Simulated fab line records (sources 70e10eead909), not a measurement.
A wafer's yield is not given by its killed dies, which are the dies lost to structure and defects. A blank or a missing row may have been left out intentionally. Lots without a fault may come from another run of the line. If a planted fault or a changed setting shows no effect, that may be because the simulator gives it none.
Which of the tools did it?    flow nand-harc    12 lots with 36 wafers sampled at 4 steps, on a route of 1302 steps

== WHAT EACH GAUGE READ, for each wafer ==
NHARC_P_ZERO_WELL_CD_MEAS_11 targets a cd of 500 nm.
lot   measured      on         cd-nm (nm)
L579  day 1 21:14   cd-sem-01  501.2 502.2 500.3
L580  day 2 07:14   cd-sem-03  498.3 499.5 500.0
L581  day 2 17:14   cd-sem-03  500.4 500.5 497.3
L587  day 5 05:08   cd-sem-03  502.7 500.8 498.1
L588  day 5 15:07   cd-sem-02  499.0 497.5 497.9
L590  day 6 11:25   cd-sem-01  501.8 499.8 501.0
L597  day 9 09:08   cd-sem-02  497.6 500.0 499.0
L598  day 9 19:14   cd-sem-01  501.8 498.2 500.9
L599  day 10 05:14  cd-sem-02  503.3 502.4 499.8
L600  day 10 15:15  cd-sem-01  498.4 496.6 496.0
L601  day 11 01:15  cd-sem-03  503.0 501.4 499.5
L602  day 11 11:14  cd-sem-01  495.8 500.0 498.0

NHARC_P_ZERO_WELL_CD_MEAS_24 targets a cd of 720 nm.
lot   measured      on         cd-nm (nm)
L579  day 1 22:38   cd-sem-01  718.4 721.0 715.4
L580  day 2 08:35   cd-sem-03  718.7 717.6 718.3
L581  day 2 18:35   cd-sem-01  721.1 722.5 723.8
L587  day 5 06:29   cd-sem-03  688.9 685.0 685.8
L588  day 5 16:20   cd-sem-03  722.5 725.5 721.0
L590  day 6 12:46   cd-sem-01  720.9 723.8 721.9
L597  day 9 10:38   cd-sem-03  721.2 721.3 723.4
L598  day 9 20:38   cd-sem-01  719.0 717.9 717.4
L599  day 10 06:36  cd-sem-01  721.3 718.4 720.3
L600  day 10 16:31  cd-sem-01  718.7 719.5 718.2
L601  day 11 02:35  cd-sem-01  722.3 718.6 718.7
L602  day 11 12:27  cd-sem-03  720.5 721.5 721.1

NHARC_P_STI_INSPECT_25.
lot   measured      on                 raw-defect-count
L579  day 4 04:05   defect-inspect-02  162 170 184
L580  day 4 11:25   defect-inspect-01  202 197 302
L581  day 4 18:04   defect-inspect-02  145 151 202
L587  day 7 09:57   defect-inspect-01  324 254 289
L588  day 8 01:47   defect-inspect-01  167 217 338
L590  day 8 11:52   defect-inspect-02  286 363 338
L597  day 11 09:35  defect-inspect-02  190 276 163
L598  day 11 21:27  defect-inspect-01  171 162 178
L599  day 12 03:44  defect-inspect-01  227 203 182
L600  day 12 21:26  defect-inspect-01  156 137 181
L601  day 13 01:43  defect-inspect-01  180 217 149
L602  day 13 12:47  defect-inspect-01  178 177 168

== WHAT TOOL EACH LOT RAN ON (gives the tool, then ch and the chambers of the sampled wafers, and finally the start) ==
lot   NHARC_P_ZERO_WELL_EXPOSE_21
L579  krf-scanner-02 ch 0, day 1 22:29
L580  krf-scanner-03 ch 0, day 2 08:26
L581  krf-scanner-02 ch 0, day 2 18:26
L587  krf-scanner-02 ch 0, day 5 06:20
L588  krf-scanner-02 ch 0, day 5 16:11
L590  krf-scanner-02 ch 0, day 6 12:37
L597  krf-scanner-02 ch 0, day 9 10:29
L598  krf-scanner-04 ch 0, day 9 20:29
L599  krf-scanner-02 ch 0, day 10 06:27
L600  krf-scanner-02 ch 0, day 10 16:22
L601  krf-scanner-03 ch 0, day 11 02:26
L602  krf-scanner-03 ch 0, day 11 12:18
- NHARC_P_ZERO_WELL_EXPOSE_21: exposes mask P NWELL, target cd 720 nm.

== WHAT THE TOOLS THEMSELVES READ (means of the sampled wafers that have a number; where no wafer has one, the mark that the record gives instead) ==
The record holds no such reading with a usual standard deviation.

== THE ANSWER, worked out from the rows above alone ==
Rule: the lots themselves supply what counts as usual. The widest of any qualifying gaps counts: lots, ordered by their means at a reading, are off when they make up no more than a third of the lots, leave a main group of 4 or more, and stand apart from it by 3 or more times the standard deviation of that group's means. A main group whose means are all the same, to the digits that the tables above print for the reading, isn't used. Also off: a lot with no number at a reading for which 4 or more lots have one. Any other lot the step has rows for is counted as sound. The gauges are gone through in route order, then the tools' own readings, and for those a lot's mean is taken as printed above. At the first step where some lot is off, the reading lying furthest off is the one used; lots without a number count as furthest.
Off: L587, at NHARC_P_ZERO_WELL_CD_MEAS_24 (cd-nm). The main group has a mean of 720.4 nm with a standard deviation of 1.8.
A tool fits if, at a process step before that reading, it ran every lot that is off, and no sound lot after the first of them. The gauges at NHARC_P_ZERO_WELL_CD_MEAS_24 are tried like those tools. Of those tried, none fits.

== WHAT THE SIMULATOR PUT IN ==
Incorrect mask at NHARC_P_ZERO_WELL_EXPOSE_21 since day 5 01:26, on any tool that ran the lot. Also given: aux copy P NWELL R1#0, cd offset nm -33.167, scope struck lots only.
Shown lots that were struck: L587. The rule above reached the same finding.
